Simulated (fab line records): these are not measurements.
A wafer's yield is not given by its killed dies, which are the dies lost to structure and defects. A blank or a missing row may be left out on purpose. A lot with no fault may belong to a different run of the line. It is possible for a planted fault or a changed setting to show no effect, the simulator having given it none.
fab line records	flow n5-finfet
record lots=4	wafers=10	last-day=17
route steps=1938 shown BEOL_M6@1230 BEOL_M7@1263 BEOL_M15@1830 PASSIVATION@1936
lots that met no fault: from a run of the same line without faults
start-h: hours from the record's opening day to when the first of the lot's shown wafers began	wait-h: time in hours since the lot's previous step	" same as the row above	L1.1+2: a row that stands for several wafers	- no value, or no start was given	* or withheld: withheld	< > ~ a bound
route shown NAME@n: NAME is a module with steps in the file, n the number in the route of the first one	usual: mean and standard deviation over wafers with no fault	same: alike in all rows	chamber/n: place in a boat	sites: the reading at each site	_std_site: standard deviation across them	_edge_site: inner sites' mean taken away from outer sites' mean	radius-mm: for every site, how far away it sits from the centre of the wafer	mask NAME#n: copy n	behind: the last tool/chamber to shape the wafer	hold: why the lot was held/for how many hours/how that ended	device: names the non-switching transistor (n, p or np)	end of line: tests of these same wafers at the route's end	a step without rows: its recipe alone	killed: the dies lost at the first sort to structure and to defects; this is not the yield of the wafer	map: a wafer's dies, x killed, . not, _ none there
set.NAME: the run value of the setting; set.NAME@STEP: its run value at that earlier step	model.NAME: the simulator's own value behind a step, which no gauge read
lots at selected steps of the route; one table per step, one row per wafer
services: a tool's chamber out of use, with start hour (start-h, from the record's first day; less than 0 if before it), hours out, and reason
## steps
# step N5_BEOL_M6_DESCUM_33
# recipe chemistry=O2	time-s=7	source-power-w=50	bias-power-w=20	pressure-mtorr=20	rf-frequency-hz=2.712e+07	temp-c=40	resist=CAR-EUV	o2-flow-sccm=225
# step N5_BEOL_M6_ETCH_72
# recipe chemistry=N2/H2	target=underlayer	target-depth-a=65	mask-material=CAR-EUV	time-s=5.2	ion-energy-ev=200	pressure-mtorr=30	source-w=840	bias-w=150	n2-flow-sccm=200	h2-flow-sccm=200	ends=cleared
# step N5_BEOL_M6_ETCH_65
# recipe chemistry=CF4	target=SiARC	target-depth-a=156	mask-material=CAR-EUV	time-s=26	ion-energy-ev=80	pressure-mtorr=40	source-w=545	bias-w=36	Ar_flow_sccm=100	cf4-flow-sccm=100	ends=cleared
# step N5_BEOL_M6_ETCH_66
# recipe chemistry=N2/H2	target=SOC	target-depth-a=800	overetch-a=160	mask-material=SiARC	temp-c=40	time-s=120	ion-energy-ev=200	pressure-mtorr=30	source-w=840	bias-w=150	n2-flow-sccm=200	h2-flow-sccm=200
# step N5_BEOL_M6_STRIP_69
# recipe chemistry=N2/H2	temp-c=40	n2-flow-sccm=200	h2-flow-sccm=200	rf-frequency-hz=6e+07
# step N5_BEOL_M6_STRIP_73
# recipe chemistry=N2/H2	temp-c=40	n2-flow-sccm=200	h2-flow-sccm=200	rf-frequency-hz=6e+07
# step N5_BEOL_M6_VIA_ETCH_34
# recipe chemistry=C4F6/O2	target=SiCOH_lowk	target-depth-a=1263	mask-material=SOC	taper-deg=4	time-s=50.9	ion-energy-ev=250	pressure-mtorr=30	source-w=345	bias-w=185	Ar_flow_sccm=300	C4F6_flow_sccm=10	O2_flow_sccm=10
# step N5_BEOL_M6_STRIP_76
# recipe chemistry=C4F6/O2	resist=SiARC	rf-frequency-hz=6e+07
# step N5_BEOL_M6_STRIP_36
# recipe chemistry=N2/H2	power-w=450	temp-c=40	pressure-mtorr=20	rf-frequency-hz=6e+07	overash-fraction=0.3	bias-power-w=7	h2-frac=0.5	n2-flow-sccm=200	h2-flow-sccm=200
# step N5_BEOL_M6_TRENCH_ETCH_37
# recipe chemistry=C4F6/O2	target-depth-a=944.35	target=SiCOH_lowk	time-s=31.5	ion-energy-ev=250	pressure-mtorr=30	source-w=345	bias-w=185	Ar_flow_sccm=300	C4F6_flow_sccm=10	O2_flow_sccm=10
# usual drypump-motor-current-A=5.9/0.39	mfc-ar-sccm=299.9/0.87	oes-product-au=0.79/0.089	rf-vpp-V=670/5.8	run-length-s=54.6/0.39	showerhead-plenum-p-Torr=2.84/0.08	throttle-valve-pct=20.91/0.28
lot.wafer	tool	chamber	start-h	wait-h	drypump-motor-current-A	mfc-ar-sccm	oes-product-au	rf-hours-counter-h	rf-vpp-V	run-length-s	showerhead-plenum-p-Torr	throttle-valve-pct	model.BEOL_M6.feature-depth-nm	model.etch.depth-nm	model.TiN_of_BEOL_M6_HM_DEP_02.thk-nm
L735.3	rie-diel-01	2	232.10	-	6.5	300.0	0.74	172	670	59.2	2.84	21.44	108.8	108.9	17
L735.4	"	0	"	"	5.7	301.2	0.73	195	667	59.5	2.84	20.72	109.2	109.1	16.8
L738.2	rie-diel-01	0	257.46	-	5.7	301.3	0.72	202	665	54.4	2.83	20.74	93.8	93.78	17.4
L738.4	"	3	"	"	6.4	300.3	0.91	31	681	60.2	3.01	20.63	110.4	110.4	16.8
L745.3	rie-diel-04	2	294.01	-	4.9	299.1	0.68	244	663	54.6	2.70	20.73	93.2	93.21	17
L745.4	"	0	"	"	5.7	301.0	0.77	-	663	54.8	2.73	21.26	95.4	95.35	17.2
L745.6	"	2	"	"	5.0	300.4	0.68	-	663	55.3	2.70	20.74	93.2	93.21	17
L749.1	rie-diel-01	3	327.67	-	6.4	299.3	0.88	56	680	55.0	2.99	20.68	95.8	95.76	17.2
L749.3	"	1	"	"	6.0	301.4	0.78	138	674	54.0	2.86	21.07	94	94.03	17
L749.5	"	3	"	"	6.4	299.0	0.87	-	679	55.1	3.00	20.69	95.2	95.19	17
# step N5_BEOL_M6_ETCH_41
# recipe chemistry=CH3F/O2	target=SiCN	target-depth-a=297	taper-deg=2	time-s=52	ion-energy-ev=120	mask-material=TiN	pressure-mtorr=30	source-w=395	bias-w=75	Ar_flow_sccm=150	CH3F_flow_sccm=30	O2_flow_sccm=20
# step N5_BEOL_M6_STRIP_80
# recipe chemistry=N2/H2	time-s=10	power-w=450	temp-c=40	pressure-mtorr=20	rf-frequency-hz=6e+07	bias-power-w=7	n2-flow-sccm=200	h2-flow-sccm=200
# step N5_BEOL_M6_OCD_MEAS_38
# usual trench-depth-nm=94.4/1.3
lot.wafer	tool	chamber	start-h	wait-h	trench-depth-nm
L735.3	ocd-02	-	232.26	-	108.9
L735.4	"	-	"	"	109.2
L738.2	ocd-02	-	257.63	-	93.6
L738.4	"	-	"	"	110.2
L745.3	ocd-01	-	294.16	-	93.2
L745.4	"	-	"	"	95.0
L745.6	"	-	"	"	93.7
L749.1	ocd-02	-	327.83	-	95.8
L749.3	"	-	"	"	93.9
L749.5	"	-	"	"	95.5
# step N5_BEOL_M6_HM_STRIP_39
# recipe chemistry=peroxide-tin-strip	material=TiN	target-depth-a=250	temp-c=50	time-s=158
# step N5_BEOL_M6_SRD_40
# recipe time-s=30	temp-c=23	rinse-liquid=diw	dry=ipa-marangoni
# step N5_BEOL_M6_PRECLEAN_42
# recipe chemistry=residue-remover	time-s=60	temp-c=40
# step N5_BEOL_M6_SRD_43
# recipe time-s=30	temp-c=23	rinse-liquid=diw	dry=ipa-marangoni
# step N5_BEOL_M6_CURE_75
# recipe temp-c=370	time-s=120	ambient=DMADMS/He	material=SiCOH_lowk
# step N5_BEOL_M6_DEGAS_44
# recipe ambient=vacuum	temp-c=250	time-s=60
# step N5_BEOL_M6_PRE_CLEAN_45
# recipe gas=H2/He	time-s=30	temp-c=250
# step N5_BEOL_M6_ALD_77
# recipe material=TaN	target-thk-a=20	temp-c=275	ald-precursor-family=PDMAT	ald-co-reactant=NH3	pressure-torr=3	carrier-flow-sccm=1500	pulse-time-s=2	purge-time-s=3	co-reactant-purge-time-s=2	co-reactant-pulse-time-s=3	ald-cycles=40	precursor-vessel-temp-c=75	precursor-vessel-pressure-torr=26.25	precursor-vessel-carrier-sccm=1000
# step N5_BEOL_M6_SURFACE_TREAT_79
# recipe gas=Ar	time-s=*	ion-energy-ev=*	ion-current-ma-cm2=0.5	pressure-mtorr=*	ar-flow-sccm=30
# step N5_BEOL_M6_CVD_78
# recipe material=Co	target-thk-a=20	temp-c=withheld	precursor=CCTBA/H2	pressure-torr=30	time-s=142.3
# step N5_BEOL_M6_SPUTTER_48
# recipe material=Cu	target-thk-a=100	temp-c=-20	bias-v=60	power-w=26000	chamber-pressure-pa=0.13	time-s=1.667
# step N5_BEOL_M6_ECD_50
# recipe material=Cu	target-thk-a=3000
# step N5_BEOL_M6_ANNEAL_51
# recipe temp-c=225	time-s=90	ambient=N2
# step N5_BEOL_M6_CMP_52
# recipe stop-on=SiCOH_lowk	t-overpolish-s=6.9	down-force-psi=1	platen-rpm=50	clearing-platen-down-force-psi=1.5	clearing-platen-rpm=50	post-cmp-clean=cu-alkaline	target-thk-nm=80	clearing-platen-pad-velocity-m-s=0.99484	pad-velocity-m-s=0.99484
# usual barrier-field-endpoint-s=29.0/0.68	motor-current-A=5.9/0.6	overpolish-run-s=6.900/0.0091	pad-life-wafers=973/690	slurry-flow-ml-min=150.0/0.5	time-to-endpoint-s=63.4/2.3
lot.wafer	tool	chamber	start-h	wait-h	barrier-field-endpoint-s	motor-current-A	overpolish-run-s	pad-life-wafers	slurry-flow-ml-min	time-to-endpoint-s	model.Cu_of_BEOL_M6_ECD_50.thk-nm
L735.3	cmp-02	2	235.23	0.2	28.8	6.8	6.896	1459	151.0	64.7	94.2
L735.4	"	0	"	"	29.9	5.3	6.900	1461	149.5	65.1	94.6
L738.2	cmp-03	0	261.13	0.2	28.8	5.6	6.888	1999	149.8	63.0	79.8
L738.4	"	1	"	"	28.7	5.2	6.900	2000	149.9	63.6	96.2
L745.4	cmp-03	0	297.52	0.2	28.5	5.4	6.895	92	149.6	61.2	81.8
L745.3	"	1	"	"	29.2	5.2	6.912	93	150.3	65.4	79.8
L745.6	"	3	"	"	28.3	5.3	6.890	-	150.3	66.4	79.8
L749.3	cmp-03	0	331.56	0.3	29.1	5.5	6.906	378	149.1	65.2	80
L749.1	"	1	"	"	28.8	5.0	6.917	379	150.5	63.2	83
L749.5	"	1	"	"	29.0	5.2	6.901	-	150.1	64.4	81
# step N5_BEOL_M6_THK_MEAS_53
# recipe thk-meas-gauge=xrf	reads=Cu_of_BEOL_M6_ECD_50
# usual M6_THK=79.8/1.6
lot.wafer	tool	chamber	start-h	wait-h	M6_THK[nm]
L735.3	film-metro-01	-	235.49	-	92.7
L735.4	"	-	"	"	92.8
L738.2	film-metro-02	-	261.39	-	79.5
L738.4	"	-	"	"	96.3
L745.3	film-metro-02	-	297.74	-	79.2
L745.4	"	-	"	"	81.2
L745.6	"	-	"	"	79.2
L749.1	film-metro-02	-	331.86	-	82.0
L749.3	"	-	"	"	79.0
L749.5	"	-	"	"	79.6
# step N5_BEOL_M6_PRE_CLEAN_55
# recipe gas=NH3	time-s=15	temp-c=withheld	rf-power-w=300
# step N5_BEOL_M6_DEP_56
# recipe material=SiCN	target-thk-a=100	temp-c=withheld	precursor=3MS/NH3	pressure-torr=3	rf-w=202	time-s=17.5
# step N5_BEOL_M6_RS_MEAS_57
# recipe thk-meas-gauge=four-point-probe	reads=Cu_of_BEOL_M6_ECD_50+Co_of_BEOL_M6_CVD_78+TaN_of_BEOL_M6_ALD_77
# usual M6_RS=0.285/0.0066
lot.wafer	tool	chamber	start-h	wait-h	M6_RS[ohm/sq]
L735.3	film-metro-01	-	235.62	0.1	0.236
L735.4	"	-	"	"	0.235
L738.2	film-metro-01	-	261.52	0.1	0.287
L738.4	"	-	"	"	0.231
L745.3	film-metro-01	-	297.91	0.1	0.287
L745.4	"	-	"	"	0.279
L745.6	"	-	"	"	0.287
L749.1	film-metro-02	-	331.99	0.1	0.274
L749.3	"	-	"	"	0.286
L749.5	"	-	"	"	0.282
# step N5_BEOL_M7_ILD_DEP_00
# recipe material=SiCOH_lowk	target-thk-a=1797.5	temp-c=300	precursor=DEMS/porogen	pressure-torr=5	rf-w=500	time-s=33.4
# step N5_BEOL_M7_CURE_74
# recipe temp-c=385	time-s=240	ambient=He/Ar	material=SiCOH_lowk
# step N5_BEOL_M7_PECVD_70
# recipe material=SiO2	target-thk-a=200	temp-c=400	precursor=TEOS/O2	pressure-torr=5.5	rf-w=450	teos-flow-sccm=53.8	gas=O2	flow-sccm=3000	time-s=22.7
# step N5_BEOL_M7_HM_DEP_02
# recipe material=TiN	target-thk-a=200	temp-c=25	chamber-pressure-pa=0.49996
# step N5_BEOL_M7_COAT_59
# recipe resist=SOC	temp-c=250	time-s=60	spin-rpm=1500	resist-thk-nm=100
# step N5_BEOL_M15_RC_MEAS_101
# usual COMB_M10=1.44e-11/2.9e-12	COMB_M11=1.4e-11/3.2e-12	COMB_M12=6.1e-12/1.3e-12	COMB_M13=4.4e-12/8.4e-13	COMB_M14=3.4e-12/7.7e-13	COMB_M15=2.2e-12/5.4e-13	COMB_M5=3.6e-11/6.7e-12	COMB_M7=2.6e-11/4.8e-12	COMB_M8=2.4e-11/4.6e-12	COMB_M9=1.4e-11/3.1e-12	SERP_M10=3.07/0.072	SERP_M11=3.11/0.069	SERP_M12=0.641/0.013	SERP_M13=0.311/0.0055	SERP_M13_max_site=0.314/0.0056	SERP_M14=0.162/0.0031	SERP_M5=39.3/1.4	SERP_M6=13.7/0.4	SERP_M6_max_site=14.3/0.42	SERP_M7=14.0/0.44	SERP_M8=13.9/0.45	SERP_M9=3.09/0.064
lot.wafer	tool	chamber	start-h	wait-h	COMB_M10[S/m]	COMB_M11[S/m]	COMB_M12[S/m]	COMB_M13[S/m]	COMB_M14[S/m]	COMB_M15[S/m]	COMB_M5[S/m]	COMB_M7[S/m]	COMB_M8[S/m]	COMB_M9[S/m]	SERP_M10[ohm/um]	SERP_M11[ohm/um]	SERP_M12[ohm/um]	SERP_M13[ohm/um]	SERP_M13_max_site[ohm/um]	SERP_M14[ohm/um]	SERP_M5[ohm/um]	SERP_M6[ohm/um]	SERP_M6_max_site[ohm/um]	SERP_M7[ohm/um]	SERP_M8[ohm/um]	SERP_M9[ohm/um]
L735.3	prober-02	0	307.85	0.3	1.48e-11	1.3e-11	8.3e-12	5.9e-12	3.8e-12	2.3e-12	3.8e-11	2.2e-11	1.8e-11	9e-12	2.98	3.24	0.640	0.300	0.304	0.160	38.1	11.6	11.9	14.1	14.3	3.09
L735.4	"	0	"	"	1.33e-11	1.6e-11	6.6e-12	3.4e-12	3.7e-12	2.6e-12	3.4e-11	3e-11	3.2e-11	1.5e-11	3.25	3.16	0.630	0.302	0.306	0.159	39.9	11.3	11.6	13.3	13.7	3.14
L738.2	prober-01	0	334.89	0.2	1.88e-11	1.5e-11	5.8e-12	3.1e-12	2.7e-12	2.6e-12	2.3e-11	2.1e-11	2e-11	1e-11	2.98	3.08	0.631	0.319	0.321	0.160	37.1	13.8	14.0	14.9	13.8	3.15
L738.4	"	0	"	"	1.16e-11	1.2e-11	6.2e-12	6.1e-12	3.2e-12	3e-12	3.2e-11	2.3e-11	2.5e-11	1.4e-11	2.98	2.93	0.652	0.317	0.321	0.162	37.8	11.0	11.4	14.5	14.0	3.12
L745.3	prober-01	0	369.40	0.3	1.35e-11	1.2e-11	5.7e-12	4.8e-12	3.5e-12	1.7e-12	3.6e-11	2.4e-11	2.9e-11	2.4e-11	3.04	3.07	0.632	0.301	0.306	0.165	39.9	14.3	14.9	14.1	13.7	3.00
L745.4	"	0	"	"	1.76e-11	1.6e-11	4.7e-12	5.4e-12	3.5e-12	2.4e-12	3.5e-11	2e-11	2.2e-11	1.8e-11	3.05	3.07	0.621	0.309	0.311	0.167	40.3	13.7	14.5	14.5	13.8	3.04
L745.6	"	0	"	"	1.4e-11	1.2e-11	6.6e-12	4.2e-12	2.8e-12	1.4e-12	3.5e-11	2.5e-11	1.7e-11	1.5e-11	3.08	3.04	0.638	0.305	0.307	0.166	39.8	13.8	14.2	13.8	13.5	3.14
L749.1	prober-01	0	405.11	0.0	1.23e-11	1.2e-11	4.8e-12	3.9e-12	4.7e-12	2.4e-12	2.7e-11	2.9e-11	2.2e-11	1.4e-11	3.08	3.19	0.647	0.311	0.314	0.161	39.5	13.4	13.8	13.8	13.7	2.96
L749.3	"	0	"	"	1.16e-11	1.3e-11	5.5e-12	5.3e-12	4.8e-12	1.8e-12	3.9e-11	2.1e-11	2.3e-11	9e-12	3.06	3.08	0.657	0.314	0.320	0.162	40.0	14.2	14.8	14.0	13.8	3.05
L749.5	"	0	"	"	1.53e-11	1.6e-11	5.6e-12	5.2e-12	3.9e-12	1.4e-12	2.7e-11	2.7e-11	2.7e-11	1.5e-11	3.04	3.00	0.640	0.301	0.303	0.161	40.0	13.6	14.4	13.5	14.7	3.18
# sites SERP_M6 radius-mm=0,75,75,75,75,140,140,140,140
L735.3 10.8 11.6 10.9 11.1 11.4 11.8 11.9 11.9 11.8
L738.2 13.8 14.0 13.5 14.0 13.9 13.9 13.3 13.7 13.8
L745.3 14.4 14.7 14.8 14.3 14.9 13.9 14.0 13.8 13.8
L749.1 13.3 13.1 13.4 13.4 12.8 13.6 13.5 13.8 13.2
# step N5_PASSIVATION_PROBE_49
# usual defect-limited-yield=91.6/1.4	killed_at_M0_to_M3=35/10	killed_at_M4_up=13/5.3	killed-at-contacts=12/5.9	killed-at-front-end=36/9.9	killed-at-other=3.2/3	killed-dies=99/16	killed-open=66/12	killed-short=32/7.7	sort_bin_5_function=4.9/0.91	sort_bin_6_memory=3.2/0.65	sort-n-pass=1081/16	sort-yield-pct=91.6/1.4
# same gross-dies=1180	killed-at-back-side=0	sort_bin_4_leakage[%]=0	sort_bin_8_speed[%]=0
lot.wafer	tool	chamber	start-h	wait-h	defect-limited-yield[%]	killed_at_M0_to_M3	killed_at_M4_up	killed-at-contacts	killed-at-front-end	killed-at-other	killed-dies	killed-open	killed-short	sort_bin_5_function[%]	sort_bin_6_memory[%]	sort-n-pass	sort-yield-pct[%]
L735.3	prober-02	-	323.82	0.1	90.3	41	13	10	48	2	114	81	33	6.1	3.4	1066	90.3
L735.4	prober-02	-	323.87	0.2	92.6	35	10	8	34	0	87	56	31	4.0	3.1	1093	92.6
L738.2	prober-02	-	346.68	0.1	90.4	55	21	2	33	2	113	66	47	5.9	3.5	1067	90.4
L738.4	prober-02	-	346.78	0.2	89.7	62	12	4	42	1	121	75	44	6.0	3.8	1059	89.7
L745.3	prober-01	-	385.80	0.1	90.2	36	27	14	36	3	116	79	36	5.4	4.2	1064	90.2
L745.4	prober-01	-	385.85	0.2	91.6	43	25	8	19	4	99	65	33	4.6	3.6	1081	91.6
L745.6	prober-01	-	385.95	0.3	92.5	31	20	6	28	3	88	61	26	4.9	2.5	1092	92.5
# killed by level:class
L735.3 FIN_SAQP:geometric-particle:open=13 FIN_SAQP:geometric-particle:short=11 BEOL_M0_SAQP:geometric-particle:open=11 BEOL_M3:geometric-particle:open=9 STI_FIN_REVEAL:geometric-particle:open=8 MOL_CONTACT_COAG:geometric-particle:open=6 BEOL_M2:geometric-particle:open=5 BEOL_M0:geometric-particle:open=5
L735.4 BEOL_M1:geometric-particle:open=11 FIN_SAQP:geometric-particle:short=7 BEOL_M2:geometric-particle:open=7 STI_FIN_REVEAL:geometric-particle:open=6 MOL_CONTACT_COAG:geometric-particle:open=6 FIN_SAQP:geometric-particle:open=4 BEOL_M4:geometric-particle:open=4 BEOL_M0_SAQP:geometric-particle:open=4
L738.2 BEOL_M0_SAQP:geometric-particle:short=22 BEOL_M0_SAQP:geometric-particle:open=13 BEOL_M3:geometric-particle:open=7 BEOL_M4:geometric-particle:open=7 FIN_SAQP:geometric-particle:open=6 BEOL_M5:geometric-particle:open=5 GATE_CUT:geometric-particle:short=5 BEOL_M4:geometric-particle:short=5
L738.4 BEOL_M0_SAQP:geometric-particle:short=18 FIN_SAQP:geometric-particle:open=10 STI_FIN_REVEAL:geometric-particle:open=10 BEOL_M0_SAQP:geometric-particle:open=9 FIN_SAQP:geometric-particle:short=8 BEOL_M3:geometric-particle:open=8 BEOL_M1:geometric-particle:open=7 BEOL_M2:geometric-particle:open=7
L745.3 MOL_CONTACT_COAG:geometric-particle:open=12 BEOL_M0_SAQP:geometric-particle:short=11 STI_FIN_REVEAL:geometric-particle:open=10 BEOL_M4:geometric-particle:open=8 BEOL_M0_SAQP:geometric-particle:open=6 BEOL_M3:geometric-particle:open=6 BEOL_M1:geometric-particle:open=5 BEOL_M8:geometric-particle:open=5
L745.4 BEOL_M0_SAQP:geometric-particle:short=11 BEOL_M2:geometric-particle:open=11 BEOL_M4:geometric-particle:open=9 FIN_SAQP:geometric-particle:short=7 BEOL_M0_SAQP:geometric-particle:open=7 BEOL_M1:geometric-particle:open=7 MOL_CONTACT_COAG:geometric-particle:open=6 BEOL_M8:geometric-particle:open=6
L745.6 BEOL_M4:geometric-particle:open=9 BEOL_M1:geometric-particle:open=8 BEOL_M0_SAQP:geometric-particle:open=6 FIN_SAQP:geometric-particle:short=5 GATE_CUT:geometric-particle:short=5 MOL_CONTACT_COAG:geometric-particle:open=5 BEOL_M3:geometric-particle:open=5 STARTING-WAFER:geometric-particle:open=5
## services
tool	chamber	start-h	hours	kind
rie-diel-01	3	218.62	7.3	repair
rie-diel-04	0	264.37	1.6	repair
rie-diel-01	0	279.48	7.2	repair
cmp-03	-	283.29	4.0	pm
cmp-03	-	287.29	-	consumable-replace:conditioner
cmp-03	-	287.29	-	consumable-replace:pad
rie-diel-04	1	291.19	8.4	repair
cmp-03	-	299.85	1.4	repair
cmp-02	-	303.47	4.0	pm
cmp-02	-	307.47	-	consumable-replace:conditioner
cmp-02	-	307.47	-	consumable-replace:pad
rie-diel-04	2	312.12	-	clean
rie-diel-04	2	312.12	-	consumable-replace:esc
rie-diel-04	2	312.12	-	consumable-replace:focus-ring
rie-diel-04	2	312.12	-	consumable-replace:showerhead
rie-diel-04	2	312.12	24.9	scheduled-down
rie-diel-04	2	312.12	24.9	vent-cycle
cmp-02	-	328.50	4.6	pm
rie-diel-01	0	329.19	6.6	repair
## key
first-sign step=N5_BEOL_M6_TRENCH_ETCH_37	reading=run-length-s	direction=up	sigmas=13	usual=*	struck=*
effect step=N5_BEOL_M6_OCD_MEAS_38	reading=trench-depth-nm	direction=up	sigmas=12	usual=94.4	struck=109.4
effect step=N5_BEOL_M6_THK_MEAS_53	reading=M6_THK	direction=up	sigmas=8.7	usual=79.8	struck=93.9
effect step=N5_BEOL_M6_RS_MEAS_57	reading=M6_RS	direction=down	sigmas=7.7	usual=0.285	struck=0.234
effect step=N5_BEOL_M15_RC_MEAS_101	reading=SERP_M6	direction=down	sigmas=6.1	usual=13.7	struck=11.3
model-effect step=N5_BEOL_M6_TRENCH_ETCH_37	value=BEOL_M6.feature-depth-nm	without=94.73	struck=109.5
model-effect step=N5_BEOL_M6_CMP_52	value=Cu_of_BEOL_M6_ECD_50.thk-nm	without=80.33	struck=95
met-at N5_BEOL_M6_TRENCH_ETCH_37
struck-wafers L735.3,L735.4,L738.4
fault kind=process-parameter-drift	tool=rie-diel-01	chamber=-	onset-h=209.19	steps=N5_BEOL_M6_TRENCH_ETCH_37	channel=time-s	offset=*	shape=step	end-h=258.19	scope=struck-wafers-only	acts-in=*	stated=*
